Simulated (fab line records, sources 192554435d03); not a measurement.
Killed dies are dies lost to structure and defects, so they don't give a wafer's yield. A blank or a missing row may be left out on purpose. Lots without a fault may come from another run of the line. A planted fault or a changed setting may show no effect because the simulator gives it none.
Which tool did it? | flow n5_finfet | 24 lots, 72 wafers sampled, at 3 steps of a route of 1938

WHAT THE GAUGES READ, wafer by wafer
N5_BEOL_M0_CUTY_OVL_MEAS_58.
lot  | measured     | on         | M0_ABLK_OVL (nm)
L074 | day 5 18:49  | overlay-02 | 0.7 0.3 0.5
L075 | day 6 03:22  | overlay-01 | 0.4 -1.0 0.3
L076 | day 6 10:59  | overlay-01 | -0.7 0.3 1.4
L077 | day 6 13:46  | overlay-01 | 0.3 0.4 0.4
L078 | day 6 22:17  | overlay-01 | 1.1 1.3 0.3
L079 | day 6 23:14  | overlay-02 | -0.2 -1.1 -1.8
L080 | day 7 05:16  | overlay-01 | 0.2 0.3 -0.6
L081 | day 7 16:55  | overlay-01 | 0.2 0.2 1.4
L082 | day 7 21:05  | overlay-02 | -0.5 0.0 0.4
L083 | day 8 06:34  | overlay-01 | -1.4 0.3 1.4
L084 | day 8 13:37  | overlay-02 | -1.1 -2.4 -2.4
L085 | day 8 18:40  | overlay-02 | 1.3 0.4 1.7
L086 | day 8 23:07  | overlay-02 | -0.5 0.3 -0.1
L087 | day 9 04:16  | overlay-01 | 0.5 0.9 0.7
L088 | day 9 15:31  | overlay-02 | -0.4 -1.1 -1.7
L089 | day 9 16:34  | overlay-02 | -0.7 -0.3 -1.5
L090 | day 9 20:38  | overlay-01 | 0.1 0.0 -0.1
L091 | day 9 23:11  | overlay-02 | -0.3 0.2 0.1
L092 | day 10 05:32 | overlay-01 | -0.7 0.5 -0.4
L093 | day 10 14:40 | overlay-01 | -0.5 -0.6 -0.9
L094 | day 10 19:19 | overlay-02 | -0.3 -2.0 -2.0
L095 | day 10 23:18 | overlay-02 | -0.9 1.1 -1.2
L096 | day 11 08:10 | overlay-02 | 0.1 0.2 -0.9
L097 | day 11 16:44 | overlay-01 | -0.9 -0.5 0.0

WHICH TOOL RAN EACH LOT (tool, then ch and the chambers of the sampled wafers, then the start)
lot  | N5_BEOL_M0_SAQP_ETCH_107           | N5_BEOL_M0_SAQP_MANDREL2_REMOVE_110
L074 | rie_diel-03 ch 2,3, day 5 14:47    | rie_si-04 ch 1,2,3, day 5 15:41
L075 | rie_diel-04 ch 2,3, day 6 00:29    | rie_si-03 ch 0,1, day 6 01:22
L076 | rie_diel-03 ch 0,2, day 6 08:16    | rie_si-03 ch 0,3, day 6 09:10
L077 | rie_diel-04 ch 0,1,3, day 6 10:38  | rie_si-02 ch 1,2, day 6 11:40
L078 | rie_diel-06 ch 0,1, day 6 19:25    | rie_si-02 ch 1,3, day 6 20:17
L079 | rie_diel-04 ch 1,2,3, day 6 20:22  | rie_si-03 ch 1,2,3, day 6 21:19
L080 | rie_diel-04 ch 0,1, day 7 02:23    | rie_si-04 ch 0,1,2, day 7 03:16
L081 | rie_diel-03 ch 0,2,3, day 7 12:05  | rie_si-02 ch 0,1,2, day 7 14:54
L082 | rie_diel-03 ch 0,1,3, day 7 17:13  | rie_si-04 ch 0,1,2, day 7 18:58
L083 | rie_diel-03 ch 0,3, day 8 03:38    | rie_si-02 ch 0,3, day 8 04:34
L084 | rie_diel-03 ch 0,2,3, day 8 08:54  | rie_si-03 ch 0,3, day 8 09:47
L085 | rie_diel-03 ch 0,1,2, day 8 15:28  | rie_si-02 ch 0,2,3, day 8 16:30
L086 | rie_diel-03 ch 0,1,2, day 8 20:22  | rie_si-03 ch 0,2,3, day 8 21:14
L087 | rie_diel-06 ch 0,3, day 9 01:00    | rie_si-04 ch 2,3, day 9 02:01
L088 | rie_diel-06 ch 2,3, day 9 12:41    | rie_si-02 ch 0,2,3, day 9 13:34
L089 | rie_diel-06 ch 0,1,3, day 9 13:37  | rie_si-04 ch 0,1,3, day 9 14:29
L090 | rie_diel-03 ch 0,2,3, day 9 17:38  | rie_si-03 ch 1,2,3, day 9 18:45
L091 | rie_diel-04 ch 1,2,3, day 9 20:26  | rie_si-03 ch 2,3, day 9 21:19
L092 | rie_diel-03 ch 0,2,3, day 10 02:39 | rie_si-04 ch 0,1,2, day 10 03:32
L093 | rie_diel-06 ch 0,1,2, day 10 11:12 | rie_si-03 ch 0,2,3, day 10 12:46
L094 | rie_diel-04 ch 2,3, day 10 16:25   | rie_si-02 ch 0,1,2, day 10 17:17
L095 | rie_diel-06 ch 0,2,3, day 10 20:25 | rie_si-04 ch 0,2,3, day 10 21:18
L096 | rie_diel-06 ch 0,1,3, day 11 04:48 | rie_si-02 ch 0,2, day 11 05:41
L097 | rie_diel-04 ch 0,2, day 11 13:42   | rie_si-02 ch 2,3, day 11 14:44
- N5_BEOL_M0_SAQP_ETCH_107: etches SiNx in CH3F/O2, target depth 30 nm.
- N5_BEOL_M0_SAQP_MANDREL2_REMOVE_110: chemistry HBr/Cl2/O2, target a-Si, stops on SiCN, bt time 10 s.

WHAT THE TOOLS THEMSELVES READ (means of the sampled wafers that have a number; where no wafer has one, the mark that the record gives instead)
N5_BEOL_M0_SAQP_ETCH_107.
lot  | tool        | drypump_motor_current_A (A) | oes_product_au (a.u.) | rf_vpp_V (V) | showerhead_plenum_p_Torr (Torr) | throttle_valve_pct (%)
L074 | rie_diel-03 | 5.6                         | 0.76                  | 299          | 2.01                            | 16.46
L075 | rie_diel-04 | 5.5                         | 0.77                  | 285          | 1.93                            | 16.61
L076 | rie_diel-03 | 5.2                         | 0.69                  | 306          | 1.99                            | 16.47
L077 | rie_diel-04 | 5.4                         | 0.78                  | 288          | 1.98                            | 16.39
L078 | rie_diel-06 | 5.4                         | 0.81                  | 303          | 1.95                            | 16.22
L079 | rie_diel-04 | 5.4                         | 0.78                  | 287          | 1.95                            | 16.47
L080 | rie_diel-04 | 5.4                         | 0.72                  | 289          | 1.99                            | 16.44
L081 | rie_diel-03 | 5.6                         | 0.77                  | 304          | 2.01                            | 16.49
L082 | rie_diel-03 | 5.6                         | 0.85                  | 311          | 2.06                            | 16.46
L083 | rie_diel-03 | 5.5                         | 0.78                  | 311          | 2.02                            | 16.54
L084 | rie_diel-03 | 5.6                         | 0.86                  | 304          | 2.01                            | 16.33
L085 | rie_diel-03 | 5.3                         | 0.86                  | 314          | 2.03                            | 16.28
L086 | rie_diel-03 | 5.2                         | 0.86                  | 313          | 2.03                            | 16.29
L087 | rie_diel-06 | 5.5                         | 0.84                  | 299          | 1.97                            | 16.17
L088 | rie_diel-06 | 6.1                         | 0.74                  | 296          | 1.99                            | 16.45
L089 | rie_diel-06 | 5.7                         | 0.80                  | 306          | 1.98                            | 16.30
L090 | rie_diel-03 | 5.6                         | 0.84                  | 303          | 2.00                            | 16.37
L091 | rie_diel-04 | 5.4                         | 0.74                  | 286          | 1.94                            | 16.51
L092 | rie_diel-03 | 5.6                         | 0.83                  | 304          | 2.00                            | 16.38
L093 | rie_diel-06 | 5.7                         | 0.73                  | 302          | 1.95                            | 16.40
L094 | rie_diel-04 | 5.4                         | 0.79                  | 287          | 1.93                            | 16.47
L095 | rie_diel-06 | 5.8                         | 0.77                  | 295          | 1.98                            | 16.34
L096 | rie_diel-06 | 5.7                         | 0.78                  | 306          | 1.98                            | 16.33
L097 | rie_diel-04 | 5.8                         | 0.69                  | 284          | 1.92                            | 16.79

N5_BEOL_M0_SAQP_MANDREL2_REMOVE_110.
lot  | tool      | drypump_motor_current_A (A) | oes_product_au (a.u.) | throttle_valve_pct (%)
L074 | rie_si-04 | 5.7                         | 0.992                 | 37.1
L075 | rie_si-03 | 6.2                         | 0.995                 | 36.6
L076 | rie_si-03 | 5.9                         | 0.993                 | 36.6
L077 | rie_si-02 | 5.8                         | 1.006                 | 36.7
L078 | rie_si-02 | 5.7                         | 1.005                 | 37.2
L079 | rie_si-03 | 5.6                         | 0.987                 | 36.7
L080 | rie_si-04 | 6.0                         | 0.979                 | 37.2
L081 | rie_si-02 | 5.6                         | 1.008                 | 36.8
L082 | rie_si-04 | 5.9                         | 0.998                 | 37.2
L083 | rie_si-02 | 6.2                         | 0.986                 | 37.1
L084 | rie_si-03 | 5.5                         | 0.988                 | 36.3
L085 | rie_si-02 | 6.0                         | 0.993                 | 36.8
L086 | rie_si-03 | 5.9                         | 0.992                 | 36.9
L087 | rie_si-04 | 5.5                         | 0.992                 | 36.7
L088 | rie_si-02 | 6.0                         | 0.992                 | 36.8
L089 | rie_si-04 | 6.0                         | 0.996                 | 36.6
L090 | rie_si-03 | 5.6                         | 0.992                 | 36.7
L091 | rie_si-03 | 5.4                         | 0.990                 | 36.6
L092 | rie_si-04 | 6.0                         | 0.993                 | 37.2
L093 | rie_si-03 | 5.8                         | 0.996                 | 36.9
L094 | rie_si-02 | 5.6                         | 1.013                 | 36.8
L095 | rie_si-04 | 5.8                         | 0.985                 | 36.9
L096 | rie_si-02 | 5.7                         | 0.995                 | 36.6
L097 | rie_si-02 | 6.2                         | 0.988                 | 36.8

THE ANSWER, worked out from the rows above alone
Rule: what is usual is taken from the lots themselves. Put in order of their means at a reading, lots are off if they are a third of the lots or fewer, leave a main group of 4 or more, and stand apart from it by a gap of 3 or more times the standard deviation of the main group's means; of several such gaps the widest counts. A main group whose means are all the same, to the digits that the tables above print for the reading, isn't used. A lot without any number at a reading at which 4 lots or more have one is off too. The other lots that the step has rows for count as sound. The gauges are gone through in route order, then the tools' own readings, and for those a lot's mean is taken as printed above. The first step at which some lot is off is used, and at that step the reading that is off furthest; a lot without a number counts as furthest.
No lot is off at any reading shown: from this, nothing can be told.

WHAT THE SIMULATOR HAD PUT IN
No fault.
